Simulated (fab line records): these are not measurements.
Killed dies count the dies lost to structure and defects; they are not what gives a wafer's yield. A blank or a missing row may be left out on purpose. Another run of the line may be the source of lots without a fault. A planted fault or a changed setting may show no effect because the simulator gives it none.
Comparing a struck lot with a sound one -- flow n5_finfet -- 14 out of 1938 route steps
Sound: the wafers L939.3, L939.5, L939.6. Wafers L940.2, L940.4, L940.6 were the ones struck. The cause is named last.
Per side, at each step with rows, come the tool, then ch with its chambers, and then its first start. Under that, the readings that differ: sound wafers -- struck wafers -- difference of the means -- sigmas: that difference in standard deviations of wafers without a fault.
alike: readings with means less than 2 such deviations apart, plus words and numbers identical on both sides. not compared: withheld readings, readings lacking a value on some wafer, bounds such as >300 that could conceal the same value, and numbers that have no deviation in the record and whose values overlap.
A row with sigmas, a row that says differs or no value, or rows on one side alone: a step with any of these is where the two part. Numbers that don't overlap but have no deviation are shown without sigmas and don't part them. A reading that every wafer of one side lacks parts them only if that side has two wafers or more.

N5_BEOL_M8_OVL_MEAS_12:
  sound on overlay-01 ch 0, day 9 09:10; struck on overlay-01 ch 0, day 9 22:23
  alike: M8_OVL
N5_BEOL_M8_INSPECT_13: inspects for defects (brightfield).
  sound on defect_inspect-02 at day 9 09:12; struck on defect_inspect-02 at day 9 22:24
  alike: raw_defect_count
N5_BEOL_M8_DESCUM_16: chemistry O2, time 7.9 s.
  sound on rie_diel-02 ch 0,1,3, day 9 09:50; struck on rie_diel-01 ch 0,2, day 9 22:37
  alike: drypump_motor_current_A, oes_product_au, rf_vpp_V, showerhead_plenum_p_Torr, throttle_valve_pct
  not compared: rf_hours_counter_h
N5_BEOL_M8_ETCH_61: etches SiARC in CF4, target depth 45.5 nm, time 75.8 s.
  sound on rie_diel-02 ch 0,1,3, day 9 09:52; struck on rie_diel-01 ch 0,2, day 9 22:38
  alike: drypump_motor_current_A, etch_rf_on_time_s, mfc_ar_sccm, oes_product_au, rf_vpp_V, showerhead_plenum_p_Torr, throttle_valve_pct
  not compared: rf_hours_counter_h
N5_BEOL_M8_ETCH_62: etches SOC in N2/H2, target depth 110 nm, overetch 22 nm, time 165 s.
  sound on rie_diel-02 ch 0,1,3, day 9 09:56; struck on rie_diel-01 ch 0,2, day 9 22:42
  alike: drypump_motor_current_A, oes_product_au, rf_vpp_V, showerhead_plenum_p_Torr, throttle_valve_pct
  not compared: rf_hours_counter_h
then, 1 step without rows for these wafers: N5_BEOL_M8_STRIP_68 (strips in N2/H2).
N5_BEOL_M8_STRIP_67: strips in CF4.
  sound on rie_diel-02 ch 0,1,3, day 9 10:05; struck on rie_diel-01 ch 0,2, day 9 22:50
  alike: drypump_motor_current_A, oes_product_au, rf_vpp_V, showerhead_plenum_p_Torr, throttle_valve_pct
  not compared: rf_hours_counter_h
then, 1 step without rows for these wafers: N5_BEOL_M8_HM_OPEN_17 (chemistry Cl2/BCl3, target TiN, target depth 20 nm, overetch 6 nm).
N5_BEOL_M8_STRIP_19: strips in O2.
  sound on rie_diel-02 ch 1,2,3, day 9 10:22; struck on rie_diel-01 ch 0,1,2, day 9 23:02
  alike: drypump_motor_current_A, oes_product_au, rf_vpp_V, showerhead_plenum_p_Torr, throttle_valve_pct
  not compared: rf_hours_counter_h
N5_BEOL_M8_CD_MEAS_18: pitch 80 nm, target cd 40 nm.
  sound on cd_sem-01 at day 9 10:26; struck on cd_sem-01 at day 9 23:07
  alike: cd_nm
then, 2 steps without rows for these wafers: N5_BEOL_M8_COAT_63 (time 60 s, resist thk 60 nm); N5_BEOL_M8_COAT_64 (time 60 s, resist thk 12 nm).
N5_BEOL_M8_COAT_71: time 60 s, resist thk 5 nm.
  sound on litho_track-03 ch 0, day 9 10:29; struck on litho_track-03 ch 0, day 10 00:25
reading,sound,struck,difference,sigmas
heater_power_total_W (W),393.4 392.8 390.2,421.6 425.9 427.2,+32.8,+25
plate_temp_C (C),205.06 204.97 204.86,218.63 218.92 218.59,+13.75,+92
  alike: chill_plate_temp_C
then, 1 step without rows for these wafers: N5_BEOL_M8_COAT_22 (resist thk 30 nm).

== WHERE THEY PART ==
Within this record, at N5_BEOL_M8_COAT_71 only.

WHY: the cause the simulator had injected
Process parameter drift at N5_BEOL_M8_COAT_71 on litho_track-03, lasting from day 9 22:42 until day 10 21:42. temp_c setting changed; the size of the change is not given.
